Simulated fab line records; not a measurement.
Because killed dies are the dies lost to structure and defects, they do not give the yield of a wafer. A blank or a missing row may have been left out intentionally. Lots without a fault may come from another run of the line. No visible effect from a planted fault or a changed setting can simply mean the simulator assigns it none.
The same fault as seen by 2 desks	flow n5-finfet	each desk holds nothing but its own numbers, with what lay behind them at the end

== THE TOOL OWNER'S DESK: rie-diel-02 ==
The tool's own readings at N5_BEOL_M9_ETCH_66 (etches SOC in N2/H2, target depth 80 nm, overetch 16 nm, time 120 s): means of the sampled wafers that have a number, for each lot that ran on this tool. Any lot whose mean is over 4 standard deviations away from the usual mean is out of limits and marked OUT; that distance is given in the brackets.
Columns: A = drypump-motor-current-A at N5_BEOL_M9_ETCH_66, usual 5.8 A; B = oes-product-au at N5_BEOL_M9_ETCH_66, usual 0.61 a.u.; C = rf-vpp-V at N5_BEOL_M9_ETCH_66, usual 523.8 V; D = showerhead-plenum-p-Torr at N5_BEOL_M9_ETCH_66, usual 2.54 Torr; E = throttle-valve-pct at N5_BEOL_M9_ETCH_66, usual 17.69 %
lot	first seen here	A	B	C	D	E
L381	day 11 06:40	6.0	0.61	524.3	2.56	17.68
L392	day 14 04:07	5.7	0.61	524.9	2.57	17.75
L396	day 14 10:16	5.6	0.59	523.7	2.53	17.78
L402	day 16 21:48	5.5	0.57	523.6	2.51	17.65
L403	day 17 01:37	6.3	0.59	527.4	2.64	17.86
This desk found nothing out of limits on any of the 5 lots.

== METROLOGY DESK ==
What the gauges read, lot by lot, whatever tool the lot ran on: means of the sampled wafers that have a number. Any lot whose mean is over 4 standard deviations away from the usual mean is out of limits and marked OUT; that distance is given in the brackets. 7 of its 12 readings are shown, namely those furthest out on some lot.
Columns: A = DIBL_P at N5_BEOL_M4_RC_MEAS_101, usual 36.8 mV/V; B = ION_P at N5_BEOL_M4_RC_MEAS_101, usual 462 uA/um; C = SS_N at N5_BEOL_M4_RC_MEAS_101, usual 71.6 mV/dec; D = VT_N at N5_BEOL_M4_RC_MEAS_101, usual 248.8 mV; E = VT_P at N5_BEOL_M4_RC_MEAS_101, usual -251 mV; F = cd-nm at N5_PASSIVATION_CD_MEAS_30, usual 4000.0 nm; G = cd-nm at N5_PASSIVATION_CD_MEAS_44, usual 40000 nm
lot	first seen here	A	B	C	D	E	F	G
L381	day 9 01:16	35.4	458	70.6	250.7	-256	4001.9	39998
L385	day 10 13:31	39.2	464	72.4	247.7	-252	3998.4	40001
L389	day 11 15:02	37.2	464	72.1	247.4	-251	3999.8	40000
L392	day 12 00:11	36.5	467	71.5	247.6	-250	4002.4	40000
L393	day 12 01:35	37.9	466	72.0	250.0	-248	3998.7	39995
L396	day 12 14:08	37.2	454	71.2	252.0	-255	4000.4	40000
L402	day 15 03:05	36.9	451	71.3	248.0	-256	3998.9	40003
L403	day 15 09:16	37.2	464	71.2	248.0	-251	4000.4	40003
L404	day 15 13:02	37.6	459	71.2	252.8	-252	3999.0	40001
This desk found nothing out of limits on any of the 9 lots.

== PUT TOGETHER ==
The desk of the tool owner found nothing out of limits.
From the metrology desk's view, nothing was out of limits.

== WHAT THE SIMULATOR PUT IN ==
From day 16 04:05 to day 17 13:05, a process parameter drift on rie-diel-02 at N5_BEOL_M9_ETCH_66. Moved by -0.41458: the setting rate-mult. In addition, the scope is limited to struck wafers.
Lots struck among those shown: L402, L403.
